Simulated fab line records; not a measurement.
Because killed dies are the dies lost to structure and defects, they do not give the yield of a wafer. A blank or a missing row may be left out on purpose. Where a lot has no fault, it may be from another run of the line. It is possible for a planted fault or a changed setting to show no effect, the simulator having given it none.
Struck lot and sound lot, side by side	flow n5-finfet	23 out of 1938 route steps
Sound: the wafers L478.3, L478.4, L478.6. The struck wafers were L476.3, L476.4, L476.6. At the end, the cause is stated.
Order at every step that has rows: each side's tool, ch and its chambers, its first start. Under that, the readings that differ: sound wafers	struck wafers	difference of the means	sigmas: that difference in standard deviations of wafers without a fault.
alike: a reading whose means differ by less than 2 such deviations, as well as words and numbers matching on both sides. not compared: withheld readings; readings where some wafer has no value; bounds like >300 that might hide an equal value; numbers whose values overlap and for which the record gives no deviation.
Wherever a step has rows on one side only, a row that says differs or no value, or a row with sigmas, the two part there. Numbers that have no deviation but don't overlap get no sigmas and don't part them. A reading missing from all wafers of one side parts the sides only when that side holds two or more wafers.

first, 8 steps without rows for these wafers: N5_BEOL_M7_ANNEAL_51 (time 90 s); N5_BEOL_M7_CMP_52 (polishes, stops on SiCOH lowk, t overpolish 6.9 s, target thk 80 nm); N5_BEOL_M7_PRE_CLEAN_55 (time 15 s); N5_BEOL_M7_DEP_56 (deposits SiCN from 3MS/NH3, target thk 10 nm, time 17.5 s); N5_BEOL_M8_ILD_DEP_00 (deposits SiCOH lowk from DEMS/porogen, target thk 179.75 nm, time 33.4 s); N5_BEOL_M8_CURE_74 (cures SiCOH lowk, time 240 s); N5_BEOL_M8_PECVD_70 (deposits SiO2 from TEOS/O2, target thk 20 nm, time 22.7 s); N5_BEOL_M8_HM_DEP_02 (deposits TiN, target thk 20 nm).
N5_BEOL_M8_COAT_59: time 60 s, resist thk 100 nm.
  sound on litho-track-03 ch 0, day 13 16:22; struck on litho-track-02 ch 0, day 13 13:21
reading	sound	struck	difference	sigmas
spin-speed-rpm (rpm)	1500.1 1499.0 1500.8	1705.7 1704.7 1705.1	+205.2	+99 or more
model.SOC_of_BEOL_M8_COAT_59.thk-nm (nm)	100 100.4 100.4	93.6 93.6 93.8	-6.6	
  alike: chill-plate-temp-C
then, 9 steps without rows for these wafers: N5_BEOL_M8_COAT_60 (time 60 s, resist thk 35 nm); N5_BEOL_M8_COAT_05 (resist thk 90 nm); N5_BEOL_M8_EBR_07; N5_BEOL_M8_SOFTBAKE_06 (time 60 s); N5_BEOL_M8_EXPOSE_08 (exposes mask M8); N5_BEOL_M8_PEB_09 (peb time 60 s); N5_BEOL_M8_DEVELOP_10 (develop time 30 s); N5_BEOL_M8_DESCUM_16 (chemistry O2, time 7.9 s); N5_BEOL_M8_ETCH_61 (etches SiARC in CF4, target depth 45.5 nm, time 75.8 s).
N5_BEOL_M8_ETCH_62: etches SOC in N2/H2, target depth 110 nm, overetch 22 nm, time 165 s.
  sound on rie-diel-02 ch 1,2, day 13 17:05; struck on rie-diel-01 ch 0,2,3, day 13 14:13
reading	sound	struck	difference	sigmas
showerhead-plenum-p-Torr (Torr)	2.70 2.69 2.70	2.48 2.48 2.53	-0.20	-2
model.etch.depth-nm (nm)	99.99 100.5 100.3	93.58 93.67 93.71	-6.61	
  alike: chamber-pressure-mTorr, drypump-motor-current-A, oes-product-au, rf-fwd-power-W, rf-vpp-V, throttle-valve-pct
  not compared: rf-hours-counter-h
then, 2 steps without rows for these wafers: N5_BEOL_M8_STRIP_68 (strips in N2/H2); N5_BEOL_M8_STRIP_67 (strips in CF4).
N5_BEOL_M8_HM_OPEN_17: chemistry Cl2/BCl3, target TiN, target depth 20 nm, overetch 6 nm.
  sound on rie-metal-03 ch 0,1, day 13 17:18; struck on rie-metal-03 ch 0,1, day 13 14:26
reading	sound	struck	difference	sigmas
model.SOC_of_BEOL_M8_COAT_59.thk-nm (nm)	92 92.8 92.6	85.8 85.6 86	-6.7	
  alike: chamber-pressure-mTorr, drypump-motor-current-A, he-backside-leak-sccm, oes_ar_750_au, oes-product-au, rf-fwd-power-W, throttle-valve-pct
  not compared: rf-hours-counter-h
then, 1 step without rows for these wafers: N5_BEOL_M8_STRIP_19 (strips in O2).

## WHERE THEY PART
First at N5_BEOL_M8_COAT_59; last, within this record, at N5_BEOL_M8_ETCH_62. Later steps at which nothing parts them and some readings are alike: N5_BEOL_M8_HM_OPEN_17.

WHY: what the simulator had put in
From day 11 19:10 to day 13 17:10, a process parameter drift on litho-track-02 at N5_BEOL_M8_COAT_59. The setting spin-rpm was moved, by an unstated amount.
